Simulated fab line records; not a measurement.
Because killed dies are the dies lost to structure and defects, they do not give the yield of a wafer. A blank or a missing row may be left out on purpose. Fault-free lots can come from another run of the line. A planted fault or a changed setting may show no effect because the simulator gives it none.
Matching of chambers / flow n5Finfet / cvdCo-02 running N5_BEOL_M10_CVD_75: 3 sister chambers
The step deposits Co from CCTBA/H2, target thk 2 nm, time 138.9 s. 18 wafers are shown with their chamber, then 9 later ones without.

## EACH WAFER AND ITS CHAMBER
wafer=L142.3; chamber=2; runLengthS (s)=162.5
wafer=L142.4; chamber=0; runLengthS (s)=161.4
wafer=L142.5; chamber=2; runLengthS (s)=162.2
wafer=L141.3; chamber=1; runLengthS (s)=161.0
wafer=L141.5; chamber=2; runLengthS (s)=162.1
wafer=L141.6; chamber=0; runLengthS (s)=161.5
wafer=L146.2; chamber=2; runLengthS (s)=162.4
wafer=L146.3; chamber=0; runLengthS (s)=161.5
wafer=L146.6; chamber=0; runLengthS (s)=161.9
wafer=L154.2; chamber=1; runLengthS (s)=161.4
wafer=L154.3; chamber=2; runLengthS (s)=163.1
wafer=L154.6; chamber=2; runLengthS (s)=162.5
wafer=L155.4; chamber=1; runLengthS (s)=161.4
wafer=L155.5; chamber=2; runLengthS (s)=163.0
wafer=L155.6; chamber=0; runLengthS (s)=161.7
wafer=L162.2; chamber=2; runLengthS (s)=162.1
wafer=L162.3; chamber=0; runLengthS (s)=161.8
wafer=L162.5; chamber=0; runLengthS (s)=161.4

SIGNATURES, as means of the wafers listed above
reading=runLengthS; chamber 0=161.600; chamber 1=161.267; chamber 2=162.488; scatter within a chamber=0.303
Rule: for a wafer and a chamber, the distance is found by dividing, reading by reading, the gap between the wafer's reading and the chamber's mean by the reading's scatter, squaring, summing and taking the root. If the next closest chamber is less than 2 further off than the closest, the wafer can't be placed; otherwise it belongs to the closest. The scatter is the square root of a quotient: the sum, over the shown wafers, of each reading's squared deviation from its chamber's mean, divided by wafers minus chambers.

## WAFERS MISSING THEIR CHAMBER
wafer=L160.1; runLengthS (s)=161.4
wafer=L160.2; runLengthS (s)=162.6
wafer=L160.6; runLengthS (s)=161.2
wafer=L161.1; runLengthS (s)=161.0
wafer=L161.2; runLengthS (s)=161.3
wafer=L161.6; runLengthS (s)=162.5
wafer=L163.2; runLengthS (s)=161.0
wafer=L163.5; runLengthS (s)=161.2
wafer=L163.6; runLengthS (s)=162.4

## EACH ONE'S CHAMBER
wafer=L160.1; from the rows above=can't be placed: 1 or 0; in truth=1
wafer=L160.2; from the rows above=2; in truth=2
wafer=L160.6; from the rows above=can't be placed: 1 or 0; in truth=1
wafer=L161.1; from the rows above=can't be placed: 1 or 0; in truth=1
wafer=L161.2; from the rows above=can't be placed: 1 or 0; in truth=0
wafer=L161.6; from the rows above=2; in truth=2
wafer=L163.2; from the rows above=can't be placed: 1 or 0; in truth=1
wafer=L163.5; from the rows above=can't be placed: 1 or 0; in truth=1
wafer=L163.6; from the rows above=2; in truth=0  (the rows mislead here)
Placed correctly: 2 of 9. Can't be placed from these rows: 6 (the true chamber is among the candidates in 6). Number placed wrongly: 1.
